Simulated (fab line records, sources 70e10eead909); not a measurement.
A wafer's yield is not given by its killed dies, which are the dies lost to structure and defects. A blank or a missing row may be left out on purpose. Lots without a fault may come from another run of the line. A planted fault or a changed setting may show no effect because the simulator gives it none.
fab line records    flow nandHarc
record: lots: 6  wafers: 18  lastDay: 33
route steps=1302 shown A_STAIRCASE@822 END@1302
lots that met no fault: taken from a fault-free run of the same line
startH: hours from the record's first day to the start of the lot's first wafer shown    waitH: how many hours have passed since the lot's step before this one    " identical to the entry in the row above    L1.1+2: one row covering several wafers at once    - no value, or no start given    * or withheld: withheld    < > ~ a bound
route shown NAME@n: names a module that has steps shown in the file, with the first one's number in the route    usual: the fault-free wafers' mean and standard deviation    same: alike in all rows    chamber/n: place in a boat    sites: per-site readings    _std_site: the standard deviation of these    _edge_site: the outer-site mean with the inner-site mean subtracted    radiusMm: how far each site lies from the wafer's centre    mask NAME#n: copy n    behind: tool/chamber where the wafer was last shaped    hold: why the lot went on hold/how many hours it stayed there/how the hold came to an end    device: transistor that didn't switch, given as n, p or np    end of line: at the end of the route, the tests of the same wafers    for a step that has no rows: nothing shown but its recipe    killed: dies lost to structure and defects at the first sort, not the wafer's yield    map: dies across one wafer; x = killed, . = not, _ = none there
set.NAME: the setting as run; set.NAME@STEP: as run at that earlier step    model.NAME: the simulator's own value behind a step, which no gauge read
certain route steps with their lots: each step a table, each wafer a row
services: when a tool's chamber went out of use (startH, in hours from the record's first day, below 0 if earlier), for how many hours, and the reason
== steps ==
step: NHARC_A_STAIRCASE_COAT_304
recipe: spinRpm: 1200
step: NHARC_A_STAIRCASE_SOFTBAKE_305
recipe: tempC: 135  timeS: 170
step: NHARC_A_STAIRCASE_EBR_306
step: NHARC_A_STAIRCASE_EXPOSE_307
recipe: na: 0.5  doseMj: 45.72  maskId: CHOP_50
step: NHARC_A_STAIRCASE_PEB_308
recipe: pebTempC: 115  pebTimeS: 130
step: NHARC_A_STAIRCASE_DEVELOP_309
recipe: timeS: 140
step: NHARC_A_STAIRCASE_HARDBAKE_311
recipe: tempC: 120  timeS: 140
step: NHARC_A_STAIRCASE_DESCUM_312
recipe: timeS: 3  o2FlowSccm: 200  arFlowSccm: 0  biasPowerW: 0  chemistry: O2
usual: drypumpMotorCurrentA: 5.7/0.55  oesProductAu: 1.000/0.011  rfVppV: 57.8/0.87  showerheadPlenumPTorr: 1.91/0.095  throttleValvePct: 11.311/0.0097
lot.wafer  tool        chamber  startH  waitH  drypumpMotorCurrentA  oesProductAu  rfHoursCounterH  rfVppV  showerheadPlenumPTorr  throttleValvePct
L596.1     rieDiel-11  0        407.44  -      6.0                   1.004         47               59.2    2.04                   11.303
L596.3     "           2        "       "      5.3                   1.020         52               57.5    1.85                   11.321
L596.5     "           2        "       "      5.3                   1.008         -                56.9    1.85                   11.313
L598.3     rieDiel-03  3        424.17  -      5.9                   1.011         21               57.4    1.95                   11.315
L598.6     "           3        "       "      5.8                   1.020         -                58.0    1.95                   11.312
L598.4     "           0        "       "      5.4                   1.014         -                59.8    1.83                   11.320
L608.2     rieDiel-03  0        525.98  -      5.4                   0.983         20               57.0    1.82                   11.300
L608.6     "           0        "       "      5.4                   1.004         -                56.8    1.82                   11.320
L608.5     "           1        "       "      4.7                   1.000         -                57.4    1.76                   11.300
L609.1     rieDiel-03  1        536.31  -      4.7                   1.007         28               57.7    1.76                   11.313
L609.4     "           3        "       "      5.8                   0.999         27               56.7    1.94                   11.311
L609.5     "           2        "       "      5.9                   0.987         -                57.8    1.93                   11.329
L612.1     rieDiel-11  1        572.48  -      6.3                   0.979         42               56.5    1.88                   11.305
L612.4     "           0        "       "      6.0                   0.994         45               58.8    2.02                   11.290
L612.6     "           2        "       "      5.3                   1.013         -                58.3    1.83                   11.298
L616.1     rieDiel-13  0        614.25  -      6.5                   1.000         27               59.5    1.85                   11.301
L616.3     "           1        "       "      4.8                   0.999         25               56.6    1.84                   11.317
L616.6     "           3        "       "      5.2                   0.996         -                57.8    2.04                   11.312
step: NHARC_A_STAIRCASE_ETCH_313
recipe: cf4FlowSccm: 100  chf3FlowSccm: 30  arFlowSccm: 0  rfW: 500  biasW: 200  chemistry: CF4/CHF3
usual: cf4FlowSccm: 99.99/0.29  drypumpMotorCurrentA: 5.7/0.54  oesProductAu: 0.928/0.011  rfVppV: 370.5/2.6  showerheadPlenumPTorr: 1.57/0.075  throttleValvePct: 16.803/0.0086
lot.wafer  tool        chamber  startH  waitH  cf4FlowSccm  drypumpMotorCurrentA  oesProductAu  rfHoursCounterH  rfVppV  showerheadPlenumPTorr  throttleValvePct
L596.3     rieDiel-11  0        407.54  0.1    99.85        6.0                   0.936         47               373.2   1.67                   16.807
L596.1     "           2        "       "      99.93        5.3                   0.943         52               368.7   1.52                   16.794
L596.5     "           0        "       "      99.63        5.9                   0.939         -                372.7   1.67                   16.805
L598.3     rieDiel-03  0        424.26  0.1    99.58        5.4                   0.925         35               369.4   1.51                   16.810
L598.6     "           1        "       "      99.62        4.7                   0.933         -                366.4   1.47                   16.791
L598.4     "           3        "       "      100.17       5.8                   0.934         -                371.6   1.61                   16.797
L608.2     rieDiel-03  3        526.21  0.2    100.13       5.9                   0.936         20               370.2   1.60                   16.800
L608.6     "           0        "       "      100.32       5.4                   0.927         -                369.0   1.50                   16.817
L608.5     "           1        "       "      99.44        4.7                   0.918         -                367.7   1.46                   16.811
L609.1     rieDiel-03  2        536.40  0.1    99.32        5.9                   0.918         12               370.2   1.58                   16.807
L609.4     "           0        "       "      99.92        5.4                   0.926         28               367.1   1.50                   16.801
L609.5     "           2        "       "      100.33       5.8                   0.909         -                371.9   1.58                   16.805
L612.1     rieDiel-11  1        572.68  0.2    100.47       6.3                   0.911         42               370.6   1.55                   16.819
L612.4     "           0        "       "      99.57        6.0                   0.927         45               373.1   1.66                   16.803
L612.6     "           2        "       "      100.09       5.3                   0.935         -                369.0   1.51                   16.798
L616.3     rieDiel-13  3        614.45  0.2    100.07       5.2                   0.912         33               375.4   1.67                   16.806
L616.1     "           1        "       "      100.04       4.8                   0.927         25               368.9   1.52                   16.796
L616.6     "           2        "       "      100.18       5.6                   0.923         -                369.2   1.50                   16.819
step: NHARC_A_STAIRCASE_HM_OPEN_463
recipe: o2FlowSccm: 400  cosFlowSccm: 20  arFlowSccm: 0  rfW: 500  biasW: 300  chemistry: O2/COS
usual: drypumpMotorCurrentA: 5.7/0.55  oesProductAu: 1.000/0.0099  rfVppV: 467/3.2  showerheadPlenumPTorr: 3.11/0.15  throttleValvePct: 28.330/0.009
lot.wafer  tool        chamber  startH  waitH  drypumpMotorCurrentA  oesProductAu  rfHoursCounterH  rfVppV  showerheadPlenumPTorr  throttleValvePct
L596.3     rieDiel-11  2        -       -      5.3                   1.023         52               464     3.02                   28.319
L596.1     "           0        "       "      6.0                   1.007         47               472     3.32                   28.327
L596.5     "           0        "       "      6.0                   1.003         -                473     3.32                   28.330
L598.3     rieDiel-03  3        -       -      5.8                   1.020         21               469     3.19                   28.323
L598.4     "           3        "       "      5.8                   1.012         -                467     3.18                   28.331
L598.6     "           0        "       "      5.4                   1.007         -                465     3.00                   28.323
L608.2     rieDiel-03  1        -       -      4.7                   1.004         20               463     2.89                   28.321
L608.5     "           2        "       "      5.8                   1.010         -                468     3.14                   28.314
L608.6     "           3        "       "      5.9                   1.012         -                468     3.17                   28.343
L609.4     rieDiel-03  0        -       -      5.5                   1.003         28               464     2.98                   28.321
L609.1     "           1        "       "      4.7                   0.990         28               463     2.89                   28.337
L609.5     "           3        "       "      5.8                   1.002         -                468     3.17                   28.326
L612.1     rieDiel-11  2        -       -      5.3                   1.000         42               464     2.99                   28.334
L612.4     "           3        "       "      6.3                   0.997         46               470     3.32                   28.328
L612.6     "           1        "       "      6.3                   0.985         -                465     3.07                   28.332
L616.1     rieDiel-13  1        -       -      4.8                   1.002         25               464     3.01                   28.327
L616.3     "           3        "       "      5.2                   1.002         33               473     3.32                   28.338
L616.6     "           1        "       "      4.8                   1.014         -                464     3.01                   28.319
step: NHARC_A_STAIRCASE_STRIP_464
recipe: o2FlowSccm: 400  cosFlowSccm: 20  arFlowSccm: 0  biasW: 0  chemistry: O2/COS
step: NHARC_A_STAIRCASE_ETCH_453
recipe: targetDepthA: 300  overetchA: 30  timeS: 16.5  ionEnergyEv: 100  cf4FlowSccm: 80  o2FlowSccm: 20  arFlowSccm: 0  rfW: 300  biasW: 100  chemistry: CF4/O2
usual: cf4FlowSccm: 80.02/0.24  drypumpMotorCurrentA: 5.6/0.54  oes_f_703_au: 1.000/0.0051  oes_o_777_au: 1.000/0.0044  oesProductAu: 1.000/0.011  rfVppV: 197.7/1.6  showerheadPlenumPTorr: 1.33/0.066  throttleValvePct: 13.397/0.0096
lot.wafer  tool        chamber  startH  waitH  cf4FlowSccm  drypumpMotorCurrentA  oes_f_703_au  oes_o_777_au  oesProductAu  rfHoursCounterH  rfVppV  showerheadPlenumPTorr  throttleValvePct
L596.3     rieDiel-11  3        408.07  -      80.10        6.2                   0.994         0.999         0.992         50               199.0   1.43                   13.396
L596.1     "           0        "       "      79.86        6.0                   0.996         1.003         0.996         47               200.3   1.42                   13.384
L596.5     "           2        "       "      80.07        5.3                   1.005         1.000         1.013         -                197.3   1.29                   13.389
L598.3     rieDiel-03  3        424.80  -      80.48        5.8                   0.997         1.004         1.021         21               198.1   1.36                   13.398
L598.4     "           3        "       "      80.37        5.9                   0.990         1.001         1.021         -                198.2   1.36                   13.389
L598.6     "           0        "       "      79.92        5.4                   0.996         1.005         1.009         -                196.8   1.28                   13.393
L608.2     rieDiel-03  1        526.65  -      39.78        4.7                   1.148         2.036         0.995         20               196.7   0.85                   10.378
L608.5     "           2        "       "      40.01        5.8                   1.151         2.042         0.994         -                196.1   0.93                   10.350
L608.6     "           3        "       "      39.87        5.9                   1.138         2.038         1.017         -                198.2   0.93                   10.369
L609.4     rieDiel-03  3        536.95  -      40.65        5.8                   1.146         2.035         1.009         27               199.2   0.93                   10.357
L609.1     "           1        "       "      40.16        4.7                   1.140         2.039         1.005         28               195.5   0.84                   10.369
L609.5     "           0        "       "      39.75        5.4                   1.139         2.031         1.001         -                196.4   0.87                   10.364
L612.1     rieDiel-11  3        573.33  -      80.19        6.2                   1.003         0.997         0.994         47               200.5   1.42                   13.392
L612.4     "           1        "       "      80.27        6.3                   0.990         1.000         0.970         43               196.9   1.31                   13.396
L612.6     "           2        "       "      80.01        5.3                   0.993         0.998         1.013         -                196.8   1.28                   13.408
L616.3     rieDiel-13  2        617.79  -      80.35        5.6                   0.995         1.000         1.009         34               194.9   1.27                   13.402
L616.1     "           1        "       "      80.02        4.8                   1.001         1.000         1.004         27               197.2   1.28                   13.393
L616.6     "           3        "       "      80.16        5.3                   0.995         0.997         0.997         -                198.4   1.42                   13.384
step: NHARC_A_STAIRCASE_ETCH_315
recipe: targetDepthA: 25000  timeS: 607.1  ionEnergyEv: 800  c4f8FlowSccm: 80  o2FlowSccm: 60  arFlowSccm: withheld  rfW: 600  biasW: 3000  chemistry: C4F8/O2/Ar
usual: oesProductAu: 0.931/0.01  rfVppV: 1826/12
lot.wafer  tool        chamber  startH  waitH  oesProductAu  rfHoursCounterH  rfVppV
L596.3     rieDiel-11  3        -       -      0.929         50               1845
L596.1     "           0        "       "      0.944         47               1845
L596.5     "           0        "       "      0.935         -                1843
L598.3     rieDiel-03  0        -       -      0.940         35               1817
L598.6     "           3        "       "      0.945         -                1833
L598.4     "           0        "       "      0.930         -                1817
L608.2     rieDiel-03  2        -       -      0.924         5                1828
L608.5     "           0        "       "      0.930         -                1814
L608.6     "           1        "       "      0.929         -                1807
L609.4     rieDiel-03  0        -       -      0.930         28               1814
L609.1     "           1        "       "      0.925         28               1807
L609.5     "           3        "       "      0.941         -                1831
L612.1     rieDiel-11  1        -       -      0.902         43               1823
L612.4     "           3        "       "      0.918         47               1843
L612.6     "           1        "       "      0.907         -                1823
L616.3     rieDiel-13  1        -       -      0.930         27               1816
L616.1     "           2        "       "      0.930         34               1815
L616.6     "           0        "       "      0.929         -                1818
step: NHARC_END_SORT_01
recipe: tempC: 25
usual: killedAtArray: 55/20  killedAtOther: 0.7/0.96  killedAtPeriphery: 4.1/2.4  killedDies: 60/20  killedOpen: 3.3/1.9  killedShort: 2.8/1.6
same: grossDies: 677
lot.wafer  tool       chamber  startH  waitH  killedAtArray  killedAtOther  killedAtPeriphery  killedDies  killedOpen  killedShort
L596.1     prober-01  0        583.53  2.5    50             1              4                  55          1           2
L596.3     prober-01  0        585.14  3.1    49             1              3                  53          2           2
L596.5     prober-01  0        586.74  3.7    45             0              5                  50          4           2
L598.3     prober-01  0        608.66  3.1    78             0              1                  79          2           4
L598.4     prober-01  0        609.46  3.4    93             0              2                  95          2           3
L598.6     prober-01  0        611.06  4.0    80             1              2                  83          5           4
L608.2     prober-02  0        696.91  2.8    39             2              2                  43          4           2
L608.5     prober-02  0        699.26  3.6    43             0              6                  49          3           3
L608.6     prober-02  0        700.05  3.9    45             0              4                  49          5           3
L609.1     prober-01  0        713.46  2.5    93             2              2                  97          3           6
L609.4     prober-01  0        715.86  3.4    82             2              2                  86          3           3
L609.5     prober-01  0        716.67  3.7    74             3              3                  80          4           5
L612.1     prober-02  0        744.27  2.5    28             1              7                  36          3           3
L612.4     prober-02  0        746.66  3.4    37             0              1                  38          5           3
L612.6     prober-02  0        748.26  4.0    33             0              5                  38          4           3
L616.1     prober-01  0        798.23  2.5    68             0              2                  70          0           2
L616.3     prober-01  0        799.82  3.1    59             0              4                  63          3           1
L616.6     prober-01  0        802.19  4.0    56             0              3                  59          3           2
killed by level:class
L596.1 A_CHANNEL_HOLE_D2:chamberFilmFlake=40 A_CHANNEL_FILL_D2:chamberFilmFlake=4 A_CONTACT:chamberFilmFlake=2 P_GATE:geometricParticle:open=1 P_M1:geometricParticle:short=1 A_DECK1_JOINT:geometricParticle:short=1 P_STI:chamberFilmFlake=1 P_GATE:chamberFilmFlake=1
L596.3 A_CHANNEL_HOLE_D2:chamberFilmFlake=37 P_GATE:chamberFilmFlake=2 A_CHANNEL_HOLE_D1:chamberFilmFlake=2 A_CHANNEL_FILL_D1:chamberFilmFlake=2 A_CONTACT:chamberFilmFlake=2 A_ONON_D2:geometricParticle:short=1 A_WL_FILL:geometricParticle:open=1 A_BLC:geometricParticle:short=1
L596.5 A_CHANNEL_HOLE_D2:chamberFilmFlake=30 A_CHANNEL_HOLE_D1:chamberFilmFlake=4 A_WL_FILL:chamberFilmFlake=3 A_CONTACT:chamberFilmFlake=3 P_M0:geometricParticle:open=2 A_CHANNEL_FILL_D2:chamberFilmFlake=2 P_GATE:geometricParticle:open=1 P_CONTACT:geometricParticle:short=1
L598.3 A_CHANNEL_HOLE_D1:chamberFilmFlake=31 A_SLIT:chamberFilmFlake=19 A_CHANNEL_HOLE_D2:chamberFilmFlake=9 A_CONTACT:chamberFilmFlake=5 A_STAIRCASE:chamberFilmFlake=3 A_WL_FILL:chamberFilmFlake=2 A_CHANNEL_FILL_D1:geometricParticle:short=1 A_DECK1_JOINT:geometricParticle:short=1
L598.4 A_CHANNEL_HOLE_D1:chamberFilmFlake=34 A_SLIT:chamberFilmFlake=24 A_CONTACT:chamberFilmFlake=14 A_CHANNEL_HOLE_D2:chamberFilmFlake=11 A_CHANNEL_FILL_D2:chamberFilmFlake=3 P_STI:geometricParticle:open=1 A_ONON_D1:geometricParticle:short=1 A_CHANNEL_HOLE_D1:geometricParticle:open=1
L598.6 A_CHANNEL_HOLE_D1:chamberFilmFlake=32 A_SLIT:chamberFilmFlake=17 A_CHANNEL_HOLE_D2:chamberFilmFlake=9 A_CONTACT:chamberFilmFlake=5 A_STAIRCASE:chamberFilmFlake=3 A_WL_FILL:chamberFilmFlake=3 A_WL_FILL:geometricParticle:short=2 P_GATE:geometricParticle:short=1
L608.2 A_CHANNEL_HOLE_D1:chamberFilmFlake=29 A_STAIRCASE:chamberFilmFlake=3 A_CHANNEL_FILL_D1:geometricParticle:short=1 A_ONON_D2:geometricParticle:open=1 A_CHANNEL_HOLE_D2:geometricParticle:short=1 A_SGD_CUT:geometricParticle:open=1 A_M0:geometricParticle:open=1 P_ZERO_WELL:chamberFilmFlake=1
L608.5 A_CHANNEL_HOLE_D1:chamberFilmFlake=30 A_DECK1_JOINT:chamberFilmFlake=3 P_BONDPAD:chamberFilmFlake=2 A_SLIT:chamberFilmFlake=2 A_CONTACT:chamberFilmFlake=2 P_CONTACT:geometricParticle:open=1 A_ONON_D1:geometricParticle:open=1 A_CHANNEL_FILL_D1:geometricParticle:short=1
L608.6 A_CHANNEL_HOLE_D1:chamberFilmFlake=34 A_CHANNEL_FILL_D1:geometricParticle:short=2 A_CHANNEL_FILL_D2:geometricParticle:open=2 P_GATE:geometricParticle:short=1 A_CHANNEL_FILL_D1:geometricParticle:open=1 A_M0:geometricParticle:open=1 A_M1:geometricParticle:open=1 P_STI:chamberFilmFlake=1
L609.1 A_CHANNEL_HOLE_D1:chamberFilmFlake=28 A_SLIT:chamberFilmFlake=27 A_CHANNEL_HOLE_D2:chamberFilmFlake=24 A_CONTACT:chamberFilmFlake=3 A_BLC:chamberFilmFlake=3 A_CHANNEL_FILL_D1:geometricParticle:open=2 THIN_TSV:chamberFilmFlake=2 P_M1:geometricParticle:open=1
L609.4 A_CHANNEL_HOLE_D1:chamberFilmFlake=26 A_SLIT:chamberFilmFlake=23 A_CHANNEL_HOLE_D2:chamberFilmFlake=19 A_CONTACT:chamberFilmFlake=5 A_STAIRCASE:chamberFilmFlake=3 THIN_TSV:chamberFilmFlake=2 P_M0:geometricParticle:open=1 A_CHANNEL_FILL_D1:geometricParticle:short=1
L609.5 A_CHANNEL_HOLE_D1:chamberFilmFlake=27 A_SLIT:chamberFilmFlake=18 A_CHANNEL_HOLE_D2:chamberFilmFlake=11 A_STAIRCASE:chamberFilmFlake=5 THIN_TSV:chamberFilmFlake=3 A_CONTACT:chamberFilmFlake=3 P_M0:geometricParticle:open=1 A_DECK1_JOINT:geometricParticle:short=1
L612.1 A_CHANNEL_HOLE_D1:chamberFilmFlake=12 A_SLIT:chamberFilmFlake=7 P_GATE:chamberFilmFlake=3 P_M0:geometricParticle:open=2 A_CONTACT:chamberFilmFlake=2 A_CHANNEL_HOLE_D1:geometricParticle:short=1 A_CHANNEL_FILL_D2:geometricParticle:short=1 A_CONTACT:geometricParticle:open=1
L612.4 A_CHANNEL_HOLE_D1:chamberFilmFlake=13 A_CONTACT:chamberFilmFlake=6 A_WL_FILL:chamberFilmFlake=4 A_M0:geometricParticle:open=3 A_STAIRCASE:chamberFilmFlake=3 A_SLIT:chamberFilmFlake=3 P_M0:geometricParticle:short=1 A_ONON_D1:geometricParticle:open=1
L612.6 A_CHANNEL_HOLE_D1:chamberFilmFlake=9 A_CONTACT:chamberFilmFlake=7 A_SLIT:chamberFilmFlake=4 P_GATE:chamberFilmFlake=3 A_ONON_D1:geometricParticle:open=2 A_WL_FILL:chamberFilmFlake=2 P_GATE:geometricParticle:open=1 A_ONON_D1:geometricParticle:short=1
L616.1 A_CHANNEL_HOLE_D2:chamberFilmFlake=26 A_CHANNEL_HOLE_D1:chamberFilmFlake=20 A_SLIT:chamberFilmFlake=8 A_SGD_CUT:chamberFilmFlake=5 A_STAIRCASE:chamberFilmFlake=3 P_M0:chamberFilmFlake=2 A_CONTACT:chamberFilmFlake=2 A_CHANNEL_HOLE_D2:geometricParticle:short=1
L616.3 A_CHANNEL_HOLE_D2:chamberFilmFlake=26 A_CHANNEL_HOLE_D1:chamberFilmFlake=10 A_STAIRCASE:chamberFilmFlake=7 A_SLIT:chamberFilmFlake=6 A_CONTACT:chamberFilmFlake=4 A_CHANNEL_FILL_D2:geometricParticle:open=2 P_GATE:chamberFilmFlake=2 P_GATE:geometricParticle:open=1
L616.6 A_CHANNEL_HOLE_D2:chamberFilmFlake=24 A_CONTACT:chamberFilmFlake=9 A_CHANNEL_HOLE_D1:chamberFilmFlake=7 A_SLIT:chamberFilmFlake=7 A_CONTACT:geometricParticle:open=2 A_STAIRCASE:chamberFilmFlake=2 P_M0:geometricParticle:open=1 A_DECK1_JOINT:geometricParticle:short=1
== services ==
tool        chamber  startH  hours  kind
rieDiel-03  2        390.75  110.4  repair
rieDiel-11  1        406.30  4.6    repair
rieDiel-03  -        407.22  0.5    repair
rieDiel-11  0        412.92  1.2    repair
rieDiel-03  0        413.04  -      clean
rieDiel-03  1        413.04  -      clean
rieDiel-03  3        413.04  -      clean
rieDiel-13  0        414.23  11.1   repair
rieDiel-11  -        432.72  9.0    pm
rieDiel-03  0        438.20  -      clean
rieDiel-03  1        438.20  -      clean
rieDiel-03  3        438.20  -      clean
rieDiel-03  -        458.48  9.0    pm
rieDiel-03  0        458.48  9.0    ventCycle
rieDiel-03  1        458.48  9.0    ventCycle
rieDiel-03  3        458.48  9.0    ventCycle
rieDiel-03  0        467.48  -      clean
rieDiel-11  0        477.13  5.4    repair
rieDiel-11  -        480.17  0.7    repair
rieDiel-11  2        485.48  1.2    repair
rieDiel-13  -        520.02  9.0    pm
rieDiel-11  0        544.89  2.9    repair
rieDiel-03  -        565.19  7.5    repair
rieDiel-11  -        609.72  9.0    pm
== key ==
firstSign: step: NHARC_A_STAIRCASE_ETCH_453  reading: throttleValvePct  direction: down  sigmas: 99+  usual: 13.397  struck: 10.365
effect: step: NHARC_A_STAIRCASE_ETCH_453  reading: oes_o_777_au  direction: up  sigmas: 99+  usual: 1.000  struck: 2.037
metAt NHARC_A_STAIRCASE_ETCH_453
struckWafers L608.2,L608.5,L608.6,L609.1,L609.4,L609.5
testerLeftOut L608,L609
onsetBetween 424.80 526.65
fault: kind: processParameterDrift  tool: rieDiel-03  chamber: -  onsetH: 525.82  steps: NHARC_A_STAIRCASE_ETCH_453  channel: cf4FlowSccm  offset: -40  shape: step  endH: 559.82  actsIn: theseRecipesOnly  stated: 80
testerLeftOut: of these lots the tester's yield and bins aren't shown, on N5 and GAA mostly nor the transistor test; their killed dies are dies lost to structure and defects alone, not to doping, threshold or leakage, so they don't give the yield
